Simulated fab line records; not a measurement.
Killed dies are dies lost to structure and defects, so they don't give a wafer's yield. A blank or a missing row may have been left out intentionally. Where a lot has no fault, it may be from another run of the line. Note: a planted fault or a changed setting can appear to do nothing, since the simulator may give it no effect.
Which of the tools did it? || flow nand harc || 12 lots with 36 wafers sampled at 6 steps, on a route of 1302 steps

== WHAT THE GAUGES READ, wafer by wafer ==
NHARC_P_GATE_CD_MEAS_26: target cd 120 nm.
{"lot": "L531", "measured": "day 5 04:17", "on": "cd sem-02", "cd nm (nm)": "120.3 120.3 119.9"}
{"lot": "L534", "measured": "day 6 14:05", "on": "cd sem-02", "cd nm (nm)": "119.7 119.7 119.5"}
{"lot": "L535", "measured": "day 6 23:28", "on": "cd sem-02", "cd nm (nm)": "114.1 113.5 113.2"}
{"lot": "L543", "measured": "day 11 04:14", "on": "cd sem-02", "cd nm (nm)": "118.5 118.9 118.8"}
{"lot": "L545", "measured": "day 11 04:53", "on": "cd sem-03", "cd nm (nm)": "120.7 120.6 120.7"}
{"lot": "L544", "measured": "day 11 05:23", "on": "cd sem-01", "cd nm (nm)": "119.4 119.5 119.6"}
{"lot": "L546", "measured": "day 11 18:40", "on": "cd sem-02", "cd nm (nm)": "120.6 119.7 119.9"}
{"lot": "L548", "measured": "day 12 14:55", "on": "cd sem-03", "cd nm (nm)": "120.5 120.2 120.9"}
{"lot": "L549", "measured": "day 12 21:20", "on": "cd sem-03", "cd nm (nm)": "120.0 119.8 119.8"}
{"lot": "L551", "measured": "day 13 15:05", "on": "cd sem-02", "cd nm (nm)": "120.2 120.8 120.4"}
{"lot": "L552", "measured": "day 14 05:24", "on": "cd sem-03", "cd nm (nm)": "120.8 119.8 119.4"}
{"lot": "L553", "measured": "day 14 10:04", "on": "cd sem-02", "cd nm (nm)": "120.5 120.7 120.2"}

NHARC_END_SORT_01.
{"lot": "L545", "measured": "day 30 04:23", "on": "prober-01", "killed at array": "60 65 54", "killed at other": "0 0 1", "killed at periphery": "9 7 4", "killed dies": "69 72 59", "killed open": "2 5 1", "killed short": "4 2 1"}
{"lot": "L544", "measured": "day 30 14:56", "on": "prober-02", "killed at array": "39 40 46", "killed at other": "0 0 0", "killed at periphery": "3 5 6", "killed dies": "42 45 52", "killed open": "6 2 1", "killed short": "2 4 4"}
{"lot": "L549", "measured": "day 32 05:26", "on": "prober-02", "killed at array": "94 85 76", "killed at other": "0 3 3", "killed at periphery": "1 6 3", "killed dies": "95 94 82", "killed open": "2 6 2", "killed short": "1 7 0"}

== TOOL THAT RAN EACH LOT (tool first, then ch and the chambers of the sampled wafers, then the start) ==
{"lot": "L531", "NHARC_P_GATE_DEP_103": "pecvd-01 ch 1,2, day 5 03:39", "NHARC_P_GATE_EXPOSE_23": "arfi scanner-02 ch 0, day 5 04:08", "NHARC_P_GATE_ALD_36": "ald sin-01 ch 0,3, day 5 05:44", "NHARC_P_GATE_ETCHBACK_37": "rie diel-07 ch 0,3, no start"}
{"lot": "L534", "NHARC_P_GATE_DEP_103": "pecvd-04 ch 0,2, day 6 13:25", "NHARC_P_GATE_EXPOSE_23": "arfi scanner-02 ch 0, day 6 13:57", "NHARC_P_GATE_ALD_36": "ald sin-04 ch 1,3, day 6 16:36", "NHARC_P_GATE_ETCHBACK_37": "rie diel-05 ch 0,2, no start"}
{"lot": "L535", "NHARC_P_GATE_DEP_103": "pecvd-03 ch 0,1, day 6 22:47", "NHARC_P_GATE_EXPOSE_23": "arfi scanner-01 ch 0, day 6 23:20", "NHARC_P_GATE_ALD_36": "ald sin-03 ch 0,1,3, day 7 01:56", "NHARC_P_GATE_ETCHBACK_37": "rie diel-03 ch 0,1, no start"}
{"lot": "L543", "NHARC_P_GATE_DEP_103": "pecvd-01 ch 0,1,2, day 11 03:34", "NHARC_P_GATE_EXPOSE_23": "arfi scanner-01 ch 0, day 11 04:07", "NHARC_P_GATE_ALD_36": "ald sin-04 ch 0,2, day 11 05:45", "NHARC_P_GATE_ETCHBACK_37": "rie diel-03 ch 0,2,3, no start"}
{"lot": "L545", "NHARC_P_GATE_DEP_103": "pecvd-03 ch 0,2, day 11 04:14", "NHARC_P_GATE_EXPOSE_23": "arfi scanner-02 ch 0, day 11 04:44", "NHARC_P_GATE_ALD_36": "ald sin-01 ch 2,3, day 11 07:22", "NHARC_P_GATE_ETCHBACK_37": "rie diel-05 ch 0,1,3, day 30 04:23 or earlier"}
{"lot": "L544", "NHARC_P_GATE_DEP_103": "pecvd-03 ch 1,2, day 11 04:50", "NHARC_P_GATE_EXPOSE_23": "arfi scanner-02 ch 0, day 11 05:15", "NHARC_P_GATE_ALD_36": "ald sin-03 ch 0,1,3, day 11 09:45", "NHARC_P_GATE_ETCHBACK_37": "rie diel-07 ch 0,2, day 30 14:56 or earlier"}
{"lot": "L546", "NHARC_P_GATE_DEP_103": "pecvd-01 ch 0,1, day 11 17:59", "NHARC_P_GATE_EXPOSE_23": "arfi scanner-03 ch 0, day 11 18:32", "NHARC_P_GATE_ALD_36": "ald sin-04 ch 0,1,3, day 11 23:20", "NHARC_P_GATE_ETCHBACK_37": "rie diel-05 ch 0,1,3, no start"}
{"lot": "L548", "NHARC_P_GATE_DEP_103": "pecvd-01 ch 0,1,2, day 12 14:26", "NHARC_P_GATE_EXPOSE_23": "arfi scanner-02 ch 0, day 12 14:46", "NHARC_P_GATE_ALD_36": "ald sin-03 ch 0,2,3, day 12 20:40", "NHARC_P_GATE_ETCHBACK_37": "rie diel-05 ch 0,1,2, no start"}
{"lot": "L549", "NHARC_P_GATE_DEP_103": "pecvd-03 ch 0,1,2, day 12 20:43", "NHARC_P_GATE_EXPOSE_23": "arfi scanner-01 ch 0, day 12 21:11", "NHARC_P_GATE_ALD_36": "ald sin-04 ch 0,2,3, day 13 00:52", "NHARC_P_GATE_ETCHBACK_37": "rie diel-05 ch 1,2,3, day 32 05:26 or earlier"}
{"lot": "L551", "NHARC_P_GATE_DEP_103": "pecvd-04 ch 0,1, day 13 14:31", "NHARC_P_GATE_EXPOSE_23": "arfi scanner-02 ch 0, day 13 14:56", "NHARC_P_GATE_ALD_36": "ald sin-03 ch 2,3, day 13 16:32", "NHARC_P_GATE_ETCHBACK_37": "rie diel-07 ch 1,2, no start"}
{"lot": "L552", "NHARC_P_GATE_DEP_103": "pecvd-04 ch 1,2, day 14 04:52", "NHARC_P_GATE_EXPOSE_23": "arfi scanner-02 ch 0, day 14 05:16", "NHARC_P_GATE_ALD_36": "ald sin-04 ch 0,1,2, day 14 06:50", "NHARC_P_GATE_ETCHBACK_37": "rie diel-07 ch 1,2,3, no start"}
{"lot": "L553", "NHARC_P_GATE_DEP_103": "pecvd-04 ch 0,1,2, day 14 09:25", "NHARC_P_GATE_EXPOSE_23": "arfi scanner-01 ch 0, day 14 09:55", "NHARC_P_GATE_ALD_36": "ald sin-01 ch 0,1,2, day 14 12:34", "NHARC_P_GATE_ETCHBACK_37": "rie diel-07 ch 0,1,3, no start"}
- NHARC_P_GATE_DEP_103: deposits SiON, target thk 30 nm.
- NHARC_P_GATE_EXPOSE_23: exposes mask P GATE, target cd 120 nm.
- NHARC_P_GATE_ALD_36: deposits SiNx, target thk 20 nm, pulse time 60 s, ald cycles 223.
- NHARC_P_GATE_ETCHBACK_37: etches the open film in CHF3/O2, target depth 34.5 nm, time 17.2 s.

== AS READ BY THE TOOLS THEMSELVES (means over the sampled wafers that have a number; for cases with no such wafer, the mark the record gives instead) ==
NHARC_P_GATE_DEP_103.
{"lot": "L531", "tool": "pecvd-01", "heater power w (W)": 726}
{"lot": "L534", "tool": "pecvd-04", "heater power w (W)": 796}
{"lot": "L535", "tool": "pecvd-03", "heater power w (W)": 775}
{"lot": "L543", "tool": "pecvd-01", "heater power w (W)": 738}
{"lot": "L545", "tool": "pecvd-03", "heater power w (W)": 708}
{"lot": "L544", "tool": "pecvd-03", "heater power w (W)": 713}
{"lot": "L546", "tool": "pecvd-01", "heater power w (W)": 691}
{"lot": "L548", "tool": "pecvd-01", "heater power w (W)": 670}
{"lot": "L549", "tool": "pecvd-03", "heater power w (W)": 719}
{"lot": "L551", "tool": "pecvd-04", "heater power w (W)": 805}
{"lot": "L552", "tool": "pecvd-04", "heater power w (W)": 749}
{"lot": "L553", "tool": "pecvd-04", "heater power w (W)": 828}

NHARC_P_GATE_ALD_36.
{"lot": "L531", "tool": "ald sin-01", "heater power w (W)": 866, "precursor pulse height rel": 0.992}
{"lot": "L534", "tool": "ald sin-04", "heater power w (W)": 1021, "precursor pulse height rel": 0.991}
{"lot": "L535", "tool": "ald sin-03", "heater power w (W)": 741, "precursor pulse height rel": 1.016}
{"lot": "L543", "tool": "ald sin-04", "heater power w (W)": 798, "precursor pulse height rel": 1.003}
{"lot": "L545", "tool": "ald sin-01", "heater power w (W)": 898, "precursor pulse height rel": 1.012}
{"lot": "L544", "tool": "ald sin-03", "heater power w (W)": 749, "precursor pulse height rel": 1.003}
{"lot": "L546", "tool": "ald sin-04", "heater power w (W)": 911, "precursor pulse height rel": 1.008}
{"lot": "L548", "tool": "ald sin-03", "heater power w (W)": 787, "precursor pulse height rel": 0.990}
{"lot": "L549", "tool": "ald sin-04", "heater power w (W)": 922, "precursor pulse height rel": 0.995}
{"lot": "L551", "tool": "ald sin-03", "heater power w (W)": 849, "precursor pulse height rel": 0.989}
{"lot": "L552", "tool": "ald sin-04", "heater power w (W)": 795, "precursor pulse height rel": 0.986}
{"lot": "L553", "tool": "ald sin-01", "heater power w (W)": 812, "precursor pulse height rel": 1.001}

NHARC_P_GATE_ETCHBACK_37.
{"lot": "L531", "tool": "rie diel-07", "drypump motor current A (A)": 5.4, "oes product au (a.u.)": 0.92, "rf vpp V (V)": 372.5, "showerhead plenum p Torr (Torr)": 2.55, "throttle valve pct (%)": 20.582}
{"lot": "L534", "tool": "rie diel-05", "drypump motor current A (A)": 5.7, "oes product au (a.u.)": 0.99, "rf vpp V (V)": 369.8, "showerhead plenum p Torr (Torr)": 2.41, "throttle valve pct (%)": 20.573}
{"lot": "L535", "tool": "rie diel-03", "drypump motor current A (A)": 5.0, "oes product au (a.u.)": 0.93, "rf vpp V (V)": 368.9, "showerhead plenum p Torr (Torr)": 2.30, "throttle valve pct (%)": 20.576}
{"lot": "L543", "tool": "rie diel-03", "drypump motor current A (A)": 5.8, "oes product au (a.u.)": 0.94, "rf vpp V (V)": 368.7, "showerhead plenum p Torr (Torr)": 2.31, "throttle valve pct (%)": 20.565}
{"lot": "L545", "tool": "rie diel-05", "drypump motor current A (A)": 5.9, "oes product au (a.u.)": 1.00, "rf vpp V (V)": 368.8, "showerhead plenum p Torr (Torr)": 2.34, "throttle valve pct (%)": 20.578}
{"lot": "L544", "tool": "rie diel-07", "drypump motor current A (A)": 5.8, "oes product au (a.u.)": 0.93, "rf vpp V (V)": 372.6, "showerhead plenum p Torr (Torr)": 2.49, "throttle valve pct (%)": 20.575}
{"lot": "L546", "tool": "rie diel-05", "drypump motor current A (A)": 6.0, "oes product au (a.u.)": 0.99, "rf vpp V (V)": 369.0, "showerhead plenum p Torr (Torr)": 2.34, "throttle valve pct (%)": 20.574}
{"lot": "L548", "tool": "rie diel-05", "drypump motor current A (A)": 6.0, "oes product au (a.u.)": 0.93, "rf vpp V (V)": 370.4, "showerhead plenum p Torr (Torr)": 2.42, "throttle valve pct (%)": 20.569}
{"lot": "L549", "tool": "rie diel-05", "drypump motor current A (A)": 6.2, "oes product au (a.u.)": 0.92, "rf vpp V (V)": 370.8, "showerhead plenum p Torr (Torr)": 2.41, "throttle valve pct (%)": 20.573}
{"lot": "L551", "tool": "rie diel-07", "drypump motor current A (A)": 6.0, "oes product au (a.u.)": 0.95, "rf vpp V (V)": 372.2, "showerhead plenum p Torr (Torr)": 2.49, "throttle valve pct (%)": 20.574}
{"lot": "L552", "tool": "rie diel-07", "drypump motor current A (A)": 5.7, "oes product au (a.u.)": 0.92, "rf vpp V (V)": 373.3, "showerhead plenum p Torr (Torr)": 2.52, "throttle valve pct (%)": 20.566}
{"lot": "L553", "tool": "rie diel-07", "drypump motor current A (A)": 5.7, "oes product au (a.u.)": 0.93, "rf vpp V (V)": 373.4, "showerhead plenum p Torr (Torr)": 2.53, "throttle valve pct (%)": 20.567}

== THE ANSWER, worked out from the rows above alone ==
Rule: what is usual is taken from the lots themselves. The widest of any qualifying gaps counts: lots, ordered by their means at a reading, are off when they make up no more than a third of the lots, leave a main group of 4 or more, and stand apart from it by 3 or more times the standard deviation of that group's means. The tables above print the reading to a certain number of digits; a main group whose means all agree to those digits is not used. A lot without any number at a reading at which 4 lots or more have one is off too. Any other lot the step has rows for is counted as sound. The gauges are gone through in route order, then the tools' own readings, and for those a lot's mean is taken as printed above. At the first step where some lot is off, the reading lying furthest off is the one used; lots without a number count as furthest.
Off: L535, at NHARC_P_GATE_CD_MEAS_26 (cd nm). For the main group the mean is 120.0 nm and the standard deviation 0.54.
If a tool, at a process step before that reading, ran all the lots that are off and no sound lot after the first of them, it fits. Those tools and the gauges at NHARC_P_GATE_CD_MEAS_26 are tried in the same way. Of those tried, none fits.

== WHAT THE SIMULATOR HAD PUT IN ==
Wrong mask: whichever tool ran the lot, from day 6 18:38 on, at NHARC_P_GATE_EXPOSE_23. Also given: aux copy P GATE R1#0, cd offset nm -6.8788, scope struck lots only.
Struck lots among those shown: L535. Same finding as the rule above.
